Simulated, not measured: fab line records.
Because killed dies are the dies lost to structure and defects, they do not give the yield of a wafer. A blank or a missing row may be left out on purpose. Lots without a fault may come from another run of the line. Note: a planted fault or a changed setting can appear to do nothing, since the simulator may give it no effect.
fab line records -- flow n5Finfet
record lots=12, wafers=34, lastDay=17
route steps=1938 shown BEOL_M8@1386 PASSIVATION@1936
lots untouched by any fault: they come from a run of this same line in which no faults occurred
startH: hours from the record's opening day to when the first of the lot's shown wafers began -- waitH: hours since the lot's step before -- " identical to the entry in the row above -- L1.1+2: a row that stands for several wafers -- - no value, or no start given -- * or withheld: withheld -- < > ~ a bound
route shown NAME@n: a module of which the file shows steps, and the number in the route of the first -- usual: average and standard deviation across the fault-free wafers -- same: alike in all rows -- chamber/n: place in a boat -- sites: each site's reading -- _std_site: the values' standard deviation -- _edge_site: mean of outer sites minus mean of inner sites -- radiusMm: for every site, how far away it sits from the centre of the wafer -- mask NAME#n: copy n -- behind: tool/chamber where the wafer was last shaped -- hold: the reason the lot was held/the length of the hold in hours/how it ended -- device: transistor that didn't switch, given as n, p or np -- end of line: tests of these same wafers at the route's end -- where a step has no rows: the recipe by itself -- killed: dies lost to structure and defects at the first sort, not the wafer's yield -- map: shows each die of a wafer: x if killed, . if not, _ if none is there
set.NAME: the run value of the setting; set.NAME@STEP: its run value at that earlier step -- model.NAME: the simulator's own value behind a step, which no gauge read
a sample of lots followed through the steps of the route, with each step as a table and each wafer as a row
services: when a tool's chamber went out of use (startH, in hours from the record's first day, below 0 if earlier), for how many hours, and the reason
## steps
# step N5_BEOL_M8_CURE_75
# recipe tempC=370, timeS=120, ambient=DMADMS/He, material=SiCOH_lowk
# usual lampPowerPct=52.31/0.053, runLengthS=178.2/1.4, wafer_temp_C_max=372.1/0.63
lot.wafer,tool,chamber,startH,waitH,lampPowerPct,runLengthS,wafer_temp_C_max
L838.2,uvCure-01,1,189.35,0.1,52.38,178.0,371.6
L838.4,uvCure-01,1,189.35,0.1,52.31,178.0,371.0
L838.5,uvCure-01,1,189.35,0.1,52.32,177.9,371.6
L839.1,uvCure-03,2,210.62,0.0,52.31,176.9,373.1
L839.2,uvCure-03,2,210.62,0.0,52.30,177.1,372.6
L839.3,uvCure-03,2,210.62,0.0,52.32,177.2,372.5
L840.1,uvCure-03,2,226.69,0.0,52.33,177.0,372.6
L840.2,uvCure-03,2,226.69,0.0,52.27,177.4,373.6
L840.4,uvCure-03,2,226.69,0.0,52.33,177.4,372.3
L842.2,uvCure-03,2,241.17,0.1,52.27,177.8,372.7
L842.3,uvCure-03,2,241.17,0.1,52.39,177.3,373.0
L842.5,uvCure-03,2,241.17,0.1,52.31,176.9,372.8
L844.1,uvCure-02,2,244.43,0.0,52.34,176.8,373.0
L844.3,uvCure-02,2,244.43,0.0,52.31,177.0,372.7
L844.6,uvCure-02,2,244.43,0.0,52.42,176.8,373.0
L845.1,uvCure-03,1,249.08,0.2,52.23,177.6,372.1
L845.3,uvCure-03,1,249.08,0.2,52.33,177.2,371.6
L845.6,uvCure-03,1,249.08,0.2,52.36,177.4,371.5
L847.1,uvCure-03,0,250.73,0.0,52.30,179.0,371.5
L847.5,uvCure-03,0,250.73,0.0,52.29,178.5,371.1
L847.6,uvCure-03,0,250.73,0.0,52.29,178.8,372.0
L852.1,uvCure-01,2,298.71,0.0,52.30,177.4,371.4
L852.4,uvCure-01,2,298.71,0.0,51.52,160.4,371.0
L855.1,uvCure-01,0,314.56,0.1,52.35,177.7,372.6
L855.2,uvCure-01,0,314.56,0.1,52.32,177.9,373.1
L855.4,uvCure-01,0,314.56,0.1,51.44,160.2,372.1
L857.4,uvCure-01,1,319.63,0.3,51.33,160.6,371.3
L857.5,uvCure-01,1,319.63,0.3,51.55,160.9,371.2
L859.1,uvCure-02,1,327.15,0.0,52.31,178.4,372.2
L859.5,uvCure-02,1,327.15,0.0,52.39,178.6,372.8
L859.6,uvCure-02,1,327.15,0.0,52.31,178.5,372.0
L860.1,uvCure-02,0,329.05,0.0,52.24,178.8,371.7
L860.2,uvCure-02,0,329.05,0.0,52.36,178.7,372.3
L860.6,uvCure-02,0,329.05,0.0,52.28,178.3,371.6
# step N5_BEOL_M8_PRE_CLEAN_45
# recipe gas=H2/He, timeS=30, tempC=250
# usual heaterPowerW=322/26
lot.wafer,tool,chamber,startH,waitH,heaterPowerW
L838.2,pvdSputter-02,-,189.78,0.0,343
L838.4,pvdSputter-02,-,189.78,0.0,286
L838.5,pvdSputter-02,-,189.78,0.0,348
L839.1,pvdSputter-03,-,211.23,0.0,302
L839.2,pvdSputter-03,-,211.23,0.0,315
L839.3,pvdSputter-03,-,211.23,0.0,354
L840.1,pvdSputter-01,-,227.30,0.0,335
L840.2,pvdSputter-01,-,227.30,0.0,297
L840.4,pvdSputter-01,-,227.30,0.0,354
L842.2,pvdSputter-01,-,241.60,0.0,353
L842.3,pvdSputter-01,-,241.60,0.0,326
L842.5,pvdSputter-01,-,241.60,0.0,352
L844.1,pvdSputter-03,-,245.36,0.0,359
L844.3,pvdSputter-03,-,245.36,0.0,321
L844.6,pvdSputter-03,-,245.36,0.0,353
L845.1,pvdSputter-03,-,249.58,0.0,309
L845.3,pvdSputter-03,-,249.58,0.0,352
L845.6,pvdSputter-03,-,249.58,0.0,314
L847.1,pvdSputter-02,-,251.34,0.0,298
L847.5,pvdSputter-02,-,251.34,0.0,281
L847.6,pvdSputter-02,-,251.34,0.0,351
L852.1,pvdSputter-03,-,299.18,0.0,347
L852.4,pvdSputter-03,-,299.18,0.0,325
L855.1,pvdSputter-02,-,316.38,0.0,348
L855.2,pvdSputter-02,-,316.38,0.0,297
L855.4,pvdSputter-02,-,316.38,0.0,286
L857.4,pvdSputter-03,-,319.84,0.0,310
L857.5,pvdSputter-03,-,319.84,0.0,361
L859.1,pvdSputter-02,-,328.48,0.0,290
L859.5,pvdSputter-02,-,328.48,0.0,286
L859.6,pvdSputter-02,-,328.48,0.0,307
L860.1,pvdSputter-01,-,329.49,0.0,298
L860.2,pvdSputter-01,-,329.49,0.0,354
L860.6,pvdSputter-01,-,329.49,0.0,322
# step N5_BEOL_M8_SURFACE_TREAT_79
# recipe gas=Ar, timeS=*, ionEnergyEv=*, ionCurrentMaCm2=0.5, pressureMtorr=*, arFlowSccm=30
# usual pressureMtorr=*, throttleValvePct=*
lot.wafer,tool,chamber,startH,waitH,pressureMtorr,throttleValvePct
L838.2,pvdSputter-01,-,190.17,0.2,*,*
L838.4,pvdSputter-01,-,190.17,0.2,*,*
L838.5,pvdSputter-01,-,190.17,0.2,*,*
L839.1,pvdSputter-03,-,211.93,0.4,*,*
L839.2,pvdSputter-03,-,211.93,0.4,*,*
L839.3,pvdSputter-03,-,211.93,0.4,*,*
L840.1,pvdSputter-01,-,227.66,0.2,*,*
L840.2,pvdSputter-01,-,227.66,0.2,*,*
L840.4,pvdSputter-01,-,227.66,0.2,*,*
L842.2,pvdSputter-03,-,241.95,0.2,*,*
L842.3,pvdSputter-03,-,241.95,0.2,*,*
L842.5,pvdSputter-03,-,241.95,0.2,*,*
L844.1,pvdSputter-03,-,245.78,0.2,*,*
L844.3,pvdSputter-03,-,245.78,0.2,*,*
L844.6,pvdSputter-03,-,245.78,0.2,*,*
L845.1,pvdSputter-03,-,250.04,0.3,*,*
L845.3,pvdSputter-03,-,250.04,0.3,*,*
L845.6,pvdSputter-03,-,250.04,0.3,*,*
L847.1,pvdSputter-02,-,251.79,0.3,*,*
L847.5,pvdSputter-02,-,251.79,0.3,*,*
L847.6,pvdSputter-02,-,251.79,0.3,*,*
L852.1,pvdSputter-01,-,299.67,0.3,*,*
L852.4,pvdSputter-01,-,299.67,0.3,*,*
L855.1,pvdSputter-02,-,316.74,0.2,*,*
L855.2,pvdSputter-02,-,316.74,0.2,*,*
L855.4,pvdSputter-02,-,316.74,0.2,*,*
L857.4,pvdSputter-03,-,320.21,0.2,*,*
L857.5,pvdSputter-03,-,320.21,0.2,*,*
L859.1,pvdSputter-03,-,328.93,0.3,*,*
L859.5,pvdSputter-03,-,328.93,0.3,*,*
L859.6,pvdSputter-03,-,328.93,0.3,*,*
L860.1,pvdSputter-03,-,331.21,1.3,*,*
L860.2,pvdSputter-03,-,331.21,1.3,*,*
L860.6,pvdSputter-03,-,331.21,1.3,*,*
# step N5_BEOL_M8_CMP_52
# recipe stopOn=SiCOH_lowk, tOverpolishS=6.9, downForcePsi=1, platenRpm=50, clearingPlatenDownForcePsi=1.5, clearingPlatenRpm=50, postCmpClean=cuAlkaline, targetThkNm=80, clearingPlatenPadVelocityMS=0.99484, padVelocityMS=0.99484
# usual barrierFieldEndpointS=29.0/0.67, clearingPlatenDownForcePsi=1.500/0.0033, motorCurrentA=6.0/0.64, overpolishRunS=6.900/0.0096, padLifeWafers=970/630, timeToEndpointS=62.5/2.6
lot.wafer,tool,chamber,startH,waitH,barrierFieldEndpointS,clearingPlatenDownForcePsi,motorCurrentA,overpolishRunS,padLifeWafers,timeToEndpointS
L838.2,cmp-01,1,191.49,0.2,29.6,1.504,6.1,6.915,1561,67.8
L838.4,cmp-01,2,191.49,0.2,29.2,1.496,5.9,6.904,1562,63.3
L838.5,cmp-01,0,191.49,0.2,29.7,1.502,6.6,6.886,-,62.5
L839.2,cmp-03,3,212.95,0.2,28.5,1.503,6.3,6.888,1686,62.5
L839.1,cmp-03,1,212.95,0.2,29.4,1.500,6.7,6.920,1688,66.8
L839.3,cmp-03,2,212.95,0.2,29.9,1.501,5.4,6.901,1689,66.3
L840.1,cmp-01,2,228.53,0.3,28.7,1.499,6.0,6.895,1800,63.0
L840.2,cmp-01,3,228.53,0.3,27.8,1.496,6.3,6.890,1801,59.8
L840.4,cmp-01,1,228.53,0.3,28.3,1.493,5.9,6.899,1803,62.8
L842.3,cmp-01,2,242.73,0.3,29.1,1.501,6.0,6.906,1928,61.9
L842.2,cmp-01,3,242.73,0.3,29.1,1.499,6.4,6.904,1929,65.8
L842.5,cmp-01,1,242.73,0.3,29.9,1.500,6.5,6.898,-,62.0
L844.3,cmp-02,3,246.53,0.2,29.0,1.500,6.7,6.906,624,60.4
L844.1,cmp-02,1,246.53,0.2,29.5,1.504,4.7,6.896,626,61.8
L844.6,cmp-02,3,246.53,0.2,29.4,1.497,6.6,6.917,-,62.2
L845.1,cmp-02,1,251.85,0.3,29.2,1.501,4.6,6.899,674,63.7
L845.3,cmp-02,2,251.85,0.3,29.0,1.501,5.2,6.887,675,63.0
L845.6,cmp-02,0,251.85,0.3,29.2,1.501,5.7,6.910,-,65.7
L847.1,cmp-03,2,252.65,0.4,27.7,1.499,5.2,6.882,2025,60.9
L847.6,cmp-03,3,252.65,0.4,28.2,1.507,6.2,6.897,-,59.2
L847.5,cmp-03,0,252.65,0.4,28.8,1.495,6.9,6.894,-,60.4
L852.4,cmp-02,1,301.01,0.2,28.8,1.502,4.8,6.905,1039,64.4
L852.1,cmp-02,3,301.01,0.2,28.2,1.498,6.1,6.895,1041,59.8
L855.1,cmp-01,1,317.47,0.3,28.7,1.504,6.4,6.909,372,62.3
L855.4,cmp-01,3,317.47,0.3,28.6,1.504,6.1,6.900,374,60.1
L855.2,cmp-01,0,317.47,0.3,28.3,1.497,6.3,6.910,375,61.0
L857.4,cmp-02,3,321.12,0.1,28.6,1.504,6.5,6.902,1188,60.9
L857.5,cmp-02,3,321.12,0.1,28.6,1.499,6.1,6.882,-,60.8
L859.1,cmp-03,0,331.19,0.4,29.0,1.499,7.0,6.883,615,58.4
L859.5,cmp-03,1,331.19,0.4,29.5,1.495,6.6,6.915,-,61.0
L859.6,cmp-03,2,331.19,0.4,29.2,1.503,4.9,6.895,-,61.1
L860.2,cmp-02,2,331.92,0.2,29.2,1.504,5.2,6.907,1284,67.2
L860.1,cmp-02,3,331.92,0.2,28.9,1.495,6.2,6.888,1285,61.1
L860.6,cmp-02,2,331.92,0.2,29.9,1.502,5.6,6.883,-,69.1
# step N5_PASSIVATION_PROBE_49
# usual defectLimitedYield=91.4/1.6, killed_at_M0_to_M3=34/10, killed_at_M4_up=12/4.8, killedAtContacts=11/6.2, killedAtFrontEnd=39/13, killedAtOther=4/3.1, killedDies=101/19, killedOpen=67/14, killedShort=32/8.3, sort_bin_5_function=5.0/1, sort_bin_6_memory=3.2/0.76, sort_bin_8_speed=0.00/0.026, sortNPass=1079/19, sortYieldPct=91.4/1.6
# same grossDies=1180, killedAtBackSide=0, sort_bin_4_leakage[%]=0
lot.wafer,tool,chamber,startH,waitH,defectLimitedYield[%],killed_at_M0_to_M3,killed_at_M4_up,killedAtContacts,killedAtFrontEnd,killedAtOther,killedDies,killedOpen,killedShort,sort_bin_5_function[%],sort_bin_6_memory[%],sort_bin_8_speed[%],sortNPass,sortYieldPct[%]
L838.2,prober-01,-,250.43,0.1,92.2,30,13,5,43,1,92,68,24,5.3,2.0,0,1088,92.2
L838.4,prober-01,-,250.53,0.2,92.3,29,17,5,39,1,91,61,26,5.3,2.0,0,1089,92.3
L838.5,prober-01,-,250.58,0.2,93.3,30,8,9,30,2,79,52,27,3.6,2.5,0,1101,93.3
L839.1,prober-01,-,277.61,0.0,93.6,25,10,13,27,1,76,52,21,2.8,3.4,0,1104,93.6
L839.2,prober-01,-,277.66,0.1,93.4,32,10,9,23,4,78,49,26,3.8,2.4,0.25,1099,93.1
L839.3,prober-01,-,277.71,0.1,91.6,26,13,10,42,8,99,68,28,5.5,2.5,0,1081,91.6
L840.1,prober-01,-,292.29,0.0,92.3,37,17,4,30,3,91,59,32,5.0,2.6,0,1089,92.3
L840.2,prober-01,-,292.34,0.1,92.4,30,9,11,32,8,90,56,32,4.5,2.6,0,1090,92.4
L840.4,prober-01,-,292.44,0.2,91.7,19,17,9,38,15,98,54,39,4.8,2.7,0,1082,91.7
L842.2,prober-01,-,297.36,0.1,90.2,51,10,10,43,2,116,80,34,5.6,4.1,0,1064,90.2
L842.3,prober-01,-,297.41,0.1,92.5,39,15,6,27,2,89,62,27,4.4,3.0,0,1091,92.5
L842.5,prober-01,-,297.51,0.2,92.4,40,12,6,28,4,90,51,35,5.1,2.1,0,1090,92.4
L844.1,prober-01,-,311.26,0.0,90.8,44,8,11,35,10,108,64,44,5.5,3.5,0,1072,90.8
L844.3,prober-01,-,311.36,0.1,91.6,42,7,5,39,6,99,45,51,4.6,2.9,0,1081,91.6
L844.6,prober-01,-,311.51,0.3,90.3,48,18,6,36,6,114,68,44,6.0,3.1,0,1066,90.3
L847.1,prober-01,-,319.20,0.0,93.3,12,12,16,30,9,79,57,20,4.0,2.5,0,1101,93.3
L847.5,prober-01,-,319.40,0.2,94.2,25,8,15,19,1,68,40,26,3.6,1.9,0,1112,94.2
L847.6,prober-01,-,319.45,0.3,91.6,33,15,3,38,10,99,65,33,4.4,3.7,0,1081,91.6
L845.1,prober-01,-,320.94,0.0,92.5,33,13,13,26,4,89,60,28,5.2,2.4,0,1091,92.5
L845.3,prober-01,-,321.04,0.1,92.0,35,6,13,33,7,94,59,34,3.8,4.0,0,1086,92.0
L845.6,prober-01,-,321.19,0.3,91.8,46,7,13,30,1,97,64,33,4.7,3.4,0,1083,91.8
L852.1,prober-02,-,360.08,0.0,90.4,24,18,9,60,2,113,80,30,4.8,4.3,0,1067,90.4
L852.4,prober-02,-,360.23,0.2,90.1,40,14,8,53,2,117,77,39,6.1,3.7,0,1063,90.1
L855.1,prober-02,-,383.11,0.0,91.4,21,28,10,39,3,101,65,35,4.9,3.3,0,1079,91.4
L855.2,prober-02,-,383.16,0.1,91.4,32,14,6,48,1,101,64,37,6.0,2.3,0,1079,91.4
L855.4,prober-02,-,383.26,0.2,89.3,34,18,14,45,15,126,83,42,6.1,4.2,0,1054,89.3
L857.4,prober-02,-,392.51,0.2,89.0,29,18,21,59,3,130,84,46,5.7,4.9,0,1050,89.0
L857.5,prober-02,-,392.56,0.2,93.5,17,14,7,38,1,77,52,23,4.1,2.4,0,1103,93.5
L859.1,prober-02,-,398.46,0.0,94.0,32,12,4,22,1,71,49,21,3.1,3.0,0,1109,94.0
L859.5,prober-02,-,398.66,0.2,93.1,26,13,16,26,1,82,46,35,4.4,2.5,0,1098,93.1
L859.6,prober-02,-,398.71,0.3,93.4,26,6,7,31,8,78,50,28,4.1,2.4,0,1102,93.4
L860.1,prober-01,-,402.43,0.0,93.2,32,10,6,26,6,80,55,24,4.2,2.5,0,1100,93.2
L860.2,prober-01,-,402.48,0.1,92.3,46,10,3,30,2,91,64,26,4.7,2.6,0,1089,92.3
L860.6,prober-01,-,402.68,0.3,93.8,38,6,4,24,1,73,41,31,3.5,2.5,0,1107,93.8
# killed by level:class
L838.2 STI_FIN_REVEAL:geometricParticle:open=12 FIN_SAQP:geometricParticle:open=11 BEOL_M1:geometricParticle:open=11 BEOL_M4:geometricParticle:open=9 FIN_SAQP:geometricParticle:short=8 BEOL_M3:geometricParticle:open=7 BEOL_M0_SAQP:geometricParticle:short=4 MOL_CONTACT_COAG:geometricParticle:open=3
L838.4 STI_FIN_REVEAL:geometricParticle:open=7 BEOL_M3:geometricParticle:open=7 BEOL_M0_SAQP:geometricParticle:short=6 BEOL_M1:geometricParticle:open=6 BEOL_M4:geometricParticle:open=6 BEOL_M2:geometricParticle:open=5 FIN_SAQP:geometricParticle:open=4 GATE_CUT:geometricParticle:short=4
L838.5 BEOL_M3:geometricParticle:open=12 FIN_SAQP:geometricParticle:short=6 FIN_SAQP:geometricParticle:open=5 MOL_CONTACT_COAG:geometricParticle:open=5 BEOL_M0_SAQP:geometricParticle:open=5 BEOL_M1:geometricParticle:open=5 DUMMY_GATE:geometricParticle:short=4 MOL_CONTACT_COAG:geometricParticle:short=4
L839.1 MOL_CONTACT_COAG:geometricParticle:open=13 BEOL_M0_SAQP:geometricParticle:short=8 GATE_CUT:geometricParticle:short=6 BEOL_M1:geometricParticle:open=6 BEOL_M0_SAQP:geometricParticle:open=5 STARTING-WAFER:geometricParticle:open=5 DUMMY_GATE:geometricParticle:open=4 GATE_CUT:geometricParticle:open=4
L839.2 BEOL_M0_SAQP:geometricParticle:short=9 MOL_CONTACT_COAG:geometricParticle:open=8 BEOL_M1:geometricParticle:open=5 STI_FIN_REVEAL:geometricParticle:open=4 BEOL_M0_SAQP:geometricParticle:open=4 BEOL_M3:geometricParticle:open=4 FIN_SAQP:geometricParticle:open=3 DUMMY_GATE:geometricParticle:open=3
L839.3 STI_FIN_REVEAL:geometricParticle:open=16 MOL_CONTACT_COAG:geometricParticle:open=8 BEOL_M0_SAQP:geometricParticle:open=8 DUMMY_GATE:geometricParticle:open=6 BEOL_M0_SAQP:geometricParticle:short=6 BEOL_M1:geometricParticle:open=5 FIN_SAQP:geometricParticle:open=4 FIN_SAQP:geometricParticle:short=4
L840.1 BEOL_M3:geometricParticle:open=11 FIN_SAQP:geometricParticle:short=8 STI_FIN_REVEAL:geometricParticle:open=6 BEOL_M0_SAQP:geometricParticle:open=6 BEOL_M0_SAQP:geometricParticle:short=6 BEOL_M2:geometricParticle:open=6 BEOL_M4:geometricParticle:open=6 MOL_CONTACT_COAG:geometricParticle:open=4
L840.2 FIN_SAQP:geometricParticle:short=13 MOL_CONTACT_COAG:geometricParticle:open=10 STI_FIN_REVEAL:geometricParticle:open=8 BEOL_M2:geometricParticle:open=8 BEOL_M3:geometricParticle:open=7 BEOL_M0_SAQP:geometricParticle:open=5 BEOL_M0_SAQP:geometricParticle:short=5 BEOL_M1:geometricParticle:open=4
L840.4 FIN_SAQP:geometricParticle:short=9 MOL_CONTACT_COAG:geometricParticle:open=8 BEOL_M0_SAQP:geometricParticle:short=7 BEOL_M4:geometricParticle:open=7 STI_FIN_REVEAL:geometricParticle:open=6 PASS1_CAP:geometricParticle:short=6 DUMMY_GATE:geometricParticle:open=4 STARTING-WAFER:geometricParticle:short=4
L842.2 FIN_SAQP:geometricParticle:open=9 STI_FIN_REVEAL:geometricParticle:open=9 BEOL_M0_SAQP:geometricParticle:open=9 BEOL_M2:geometricParticle:open=9 MOL_CONTACT_COAG:geometricParticle:open=8 BEOL_M1:geometricParticle:open=8 BEOL_M3:geometricParticle:open=8 BEOL_M0_SAQP:geometricParticle:short=7
L842.3 BEOL_M3:geometricParticle:open=17 BEOL_M4:geometricParticle:open=8 FIN_SAQP:geometricParticle:short=7 BEOL_M2:geometricParticle:open=6 FIN_SAQP:geometricParticle:open=5 MOL_CONTACT_COAG:geometricParticle:open=5 BEOL_M0_SAQP:geometricParticle:open=5 BEOL_M1:geometricParticle:open=5
L842.5 BEOL_M3:geometricParticle:open=11 FIN_SAQP:geometricParticle:short=8 BEOL_M0_SAQP:geometricParticle:open=8 BEOL_M1:geometricParticle:open=6 BEOL_M3:geometricParticle:short=5 BEOL_M0_SAQP:geometricParticle:short=4 DUMMY_GATE:geometricParticle:open=3 GATE_CUT:geometricParticle:short=3
L844.1 STI_FIN_REVEAL:geometricParticle:open=14 BEOL_M0_SAQP:geometricParticle:open=13 BEOL_M0_SAQP:geometricParticle:short=12 FIN_SAQP:geometricParticle:short=11 MOL_CONTACT_COAG:geometricParticle:open=8 FIN_SAQP:geometricParticle:open=5 BEOL_M0:geometricParticle:open=4 BEOL_M1:geometricParticle:open=4
L844.3 BEOL_M0_SAQP:geometricParticle:short=17 FIN_SAQP:geometricParticle:short=11 BEOL_M0_SAQP:geometricParticle:open=10 STI_FIN_REVEAL:geometricParticle:open=7 MOL_CONTACT_COAG:geometricParticle:open=4 STARTING-WAFER:geometricParticle:short=4 BEOL_M2:geometricParticle:open=3 DUMMY_GATE:geometricParticle:short=3
L844.6 BEOL_M0_SAQP:geometricParticle:open=18 BEOL_M0_SAQP:geometricParticle:short=16 GATE_CUT:geometricParticle:short=8 FIN_SAQP:geometricParticle:open=6 BEOL_M4:geometricParticle:open=6 MOL_CONTACT_COAG:geometricParticle:open=5 FIN_SAQP:geometricParticle:short=4 GATE_CUT:geometricParticle:open=4
L847.1 MOL_CONTACT_COAG:geometricParticle:open=14 STI_FIN_REVEAL:geometricParticle:open=10 BEOL_M4:geometricParticle:open=6 STARTING-WAFER:geometricParticle:open=5 BEOL_M0_SAQP:geometricParticle:open=4 BEOL_M0:geometricParticle:open=4 STARTING-WAFER:geometricParticle:short=4 FIN_SAQP:geometricParticle:short=3
L847.5 MOL_CONTACT_COAG:geometricParticle:open=12 GATE_CUT:geometricParticle:short=5 BEOL_M0_SAQP:geometricParticle:open=4 BEOL_M0_SAQP:geometricParticle:short=4 BEOL_M0:geometricParticle:open=4 BEOL_M2:geometricParticle:open=4 BEOL_M4:geometricParticle:open=4 MOL_CONTACT_COAG:geometricParticle:short=3
L847.6 STI_FIN_REVEAL:geometricParticle:open=15 BEOL_M2:geometricParticle:open=10 BEOL_M2:geometricParticle:short=7 DUMMY_GATE:geometricParticle:open=4 GATE_CUT:geometricParticle:short=4 BEOL_M0_SAQP:geometricParticle:open=4 BEOL_M3:geometricParticle:open=4 BEOL_M5:geometricParticle:open=4
L845.1 FIN_SAQP:geometricParticle:open=12 MOL_CONTACT_COAG:geometricParticle:open=11 BEOL_M0:geometricParticle:open=6 BEOL_M1:geometricParticle:open=6 BEOL_M3:geometricParticle:short=6 FIN_SAQP:geometricParticle:short=4 GATE_CUT:geometricParticle:open=4 BEOL_M0_SAQP:geometricParticle:open=4
L845.3 MOL_CONTACT_COAG:geometricParticle:open=11 BEOL_M1:geometricParticle:open=11 BEOL_M2:geometricParticle:open=10 FIN_SAQP:geometricParticle:open=5 STI_FIN_REVEAL:geometricParticle:open=5 ILD0:geometricParticle:short=5 GATE_CUT:geometricParticle:short=4 DUMMY_GATE:geometricParticle:short=3
L845.6 BEOL_M2:geometricParticle:open=13 MOL_CONTACT_COAG:geometricParticle:open=11 BEOL_M0_SAQP:geometricParticle:open=9 BEOL_M1:geometricParticle:open=8 BEOL_M0_SAQP:geometricParticle:short=7 FIN_SAQP:geometricParticle:short=6 STARTING-WAFER:geometricParticle:short=6 STI_FIN_REVEAL:geometricParticle:open=4
L852.1 FIN_SAQP:geometricParticle:open=23 FIN_SAQP:geometricParticle:short=16 MOL_CONTACT_COAG:geometricParticle:open=8 BEOL_M2:geometricParticle:open=7 BEOL_M5:geometricParticle:open=7 BEOL_M0_SAQP:geometricParticle:open=6 BEOL_M3:geometricParticle:open=5 DUMMY_GATE:geometricParticle:open=5
L852.4 FIN_SAQP:geometricParticle:open=24 FIN_SAQP:geometricParticle:short=16 BEOL_M0_SAQP:geometricParticle:open=14 BEOL_M0_SAQP:geometricParticle:short=9 MOL_CONTACT_COAG:geometricParticle:open=6 BEOL_M1:geometricParticle:open=5 BEOL_M3:geometricParticle:open=5 BEOL_M4:geometricParticle:open=4
L855.1 BEOL_M4:geometricParticle:open=11 STI_FIN_REVEAL:geometricParticle:open=7 MOL_CONTACT_COAG:geometricParticle:open=7 FIN_SAQP:geometricParticle:short=6 FIN_SAQP:geometricParticle:open=5 BEOL_M5:geometricParticle:open=5 BEOL_M0_SAQP:geometricParticle:open=5 BEOL_M0_SAQP:geometricParticle:short=5
L855.2 FIN_SAQP:geometricParticle:open=13 STI_FIN_REVEAL:geometricParticle:open=13 BEOL_M4:geometricParticle:open=8 BEOL_M3:geometricParticle:open=6 BEOL_M2:geometricParticle:short=6 MOL_CONTACT_COAG:geometricParticle:open=5 BEOL_M1:geometricParticle:open=5 STI_FIN_REVEAL:geometricParticle:short=4
L855.4 STI_FIN_REVEAL:geometricParticle:open=11 BEOL_M3:geometricParticle:open=10 MOL_CONTACT_COAG:geometricParticle:open=10 BEOL_M4:geometricParticle:open=10 BEOL_M1:geometricParticle:open=9 FIN_SAQP:geometricParticle:open=8 BEOL_M0_SAQP:geometricParticle:short=6 STARTING-WAFER:geometricParticle:short=6
L857.4 MOL_CONTACT_COAG:geometricParticle:open=18 STI_FIN_REVEAL:geometricParticle:open=15 FIN_SAQP:geometricParticle:short=14 FIN_SAQP:geometricParticle:open=9 BEOL_M4:geometricParticle:open=9 BEOL_M2:geometricParticle:open=8 BEOL_M0_SAQP:geometricParticle:short=7 DUMMY_GATE:geometricParticle:open=6
L857.5 FIN_SAQP:geometricParticle:short=8 BEOL_M4:geometricParticle:open=7 FIN_SAQP:geometricParticle:open=6 MOL_CONTACT_COAG:geometricParticle:open=6 STI_FIN_REVEAL:geometricParticle:open=5 DUMMY_GATE:geometricParticle:open=5 GATE_CUT:geometricParticle:short=4 BEOL_M0_SAQP:geometricParticle:open=4
L859.1 BEOL_M2:geometricParticle:open=9 BEOL_M4:geometricParticle:open=7 BEOL_M1:geometricParticle:open=7 BEOL_M3:geometricParticle:open=7 STI_FIN_REVEAL:geometricParticle:open=4 FIN_SAQP:geometricParticle:short=3 MOL_CONTACT_COAG:geometricParticle:open=3 BEOL_M0_SAQP:geometricParticle:open=3
L859.5 MOL_CONTACT_COAG:geometricParticle:open=9 MOL_CONTACT_COAG:geometricParticle:short=7 FIN_SAQP:geometricParticle:open=6 BEOL_M0_SAQP:geometricParticle:open=6 BEOL_M1:geometricParticle:short=5 BEOL_M4:geometricParticle:open=5 DUMMY_GATE:geometricParticle:short=4 BEOL_M0_SAQP:geometricParticle:short=4
L859.6 FIN_SAQP:geometricParticle:open=7 MOL_CONTACT_COAG:geometricParticle:open=7 BEOL_M1:geometricParticle:open=7 BEOL_M0:geometricParticle:open=6 FIN_SAQP:geometricParticle:short=5 PASS1_CAP:geometricParticle:short=4 FIN_CUT:geometricParticle:open=3 BEOL_M0_SAQP:geometricParticle:open=3
L860.1 BEOL_M1:geometricParticle:open=11 BEOL_M0_SAQP:geometricParticle:open=7 BEOL_M3:geometricParticle:open=7 BEOL_M5:geometricParticle:open=6 STI_FIN_REVEAL:geometricParticle:open=5 MOL_CONTACT_COAG:geometricParticle:open=5 BEOL_M0_SAQP:geometricParticle:short=5 FIN_CUT:geometricParticle:short=4
L860.2 BEOL_M1:geometricParticle:open=14 STI_FIN_REVEAL:geometricParticle:open=13 BEOL_M0_SAQP:geometricParticle:open=9 FIN_SAQP:geometricParticle:open=8 BEOL_M0_SAQP:geometricParticle:short=8 BEOL_M1:geometricParticle:short=5 FIN_SAQP:geometricParticle:short=4 BEOL_M5:geometricParticle:open=4
L860.6 BEOL_M3:geometricParticle:open=10 BEOL_M3:geometricParticle:short=9 BEOL_M1:geometricParticle:open=7 FIN_SAQP:geometricParticle:short=6 BEOL_M0_SAQP:geometricParticle:open=5 FIN_SAQP:geometricParticle:open=4 STI_FIN_REVEAL:geometricParticle:open=3 MOL_CONTACT_COAG:geometricParticle:open=3
## services
tool,chamber,startH,hours,kind
cmp-02,-,165.54,4.0,pm
cmp-01,-,165.57,4.9,repair
cmp-02,-,169.54,-,consumableReplace:conditioner
cmp-02,-,169.54,-,consumableReplace:pad
cmp-03,-,174.24,0.8,repair
uvCure-01,-,193.18,1.0,pm
uvCure-02,-,195.42,6.0,pm
cmp-02,-,196.89,0.9,repair
cmp-01,-,209.63,6.6,repair
uvCure-01,-,227.75,2.0,repair
uvCure-01,-,245.14,0.7,repair
cmp-01,-,245.24,6.2,repair
uvCure-02,-,254.83,2.1,pm
cmp-03,-,255.25,4.0,pm
cmp-03,-,259.25,-,consumableReplace:conditioner
cmp-01,-,268.63,4.0,pm
cmp-01,-,272.63,-,consumableReplace:conditioner
cmp-01,-,272.63,-,consumableReplace:pad
cmp-03,-,298.47,1.4,repair
cmp-03,-,303.81,0.5,repair
uvCure-01,-,307.01,7.5,pm
uvCure-03,-,311.70,5.0,pm
cmp-02,-,313.67,1.0,repair
cmp-01,-,328.48,4.3,repair
## key
firstSign step=N5_BEOL_M8_CURE_75, reading=lampPowerPct, direction=down, sigmas=16, usual=*, struck=*
effect step=N5_BEOL_M8_CURE_75, reading=runLengthS, direction=down, sigmas=13, usual=*, struck=*
metAt N5_BEOL_M8_CURE_75
struckLots L852,L855,L857
struckWafers L852.4,L855.4,L857.4,L857.5
notActingAt N5_BEOL_M8_PRE_CLEAN_45,N5_BEOL_M8_SURFACE_TREAT_79,N5_BEOL_M8_CMP_52
onsetBetween 189.35 298.71
fault kind=processParameterDrift, tool=uvCure-01, chamber=-, onsetH=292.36, steps=N5_BEOL_M8_CURE_75, channel=timeS, offset=*, shape=step, endH=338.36, scope=struckWafersOnly, actsIn=*, stated=*
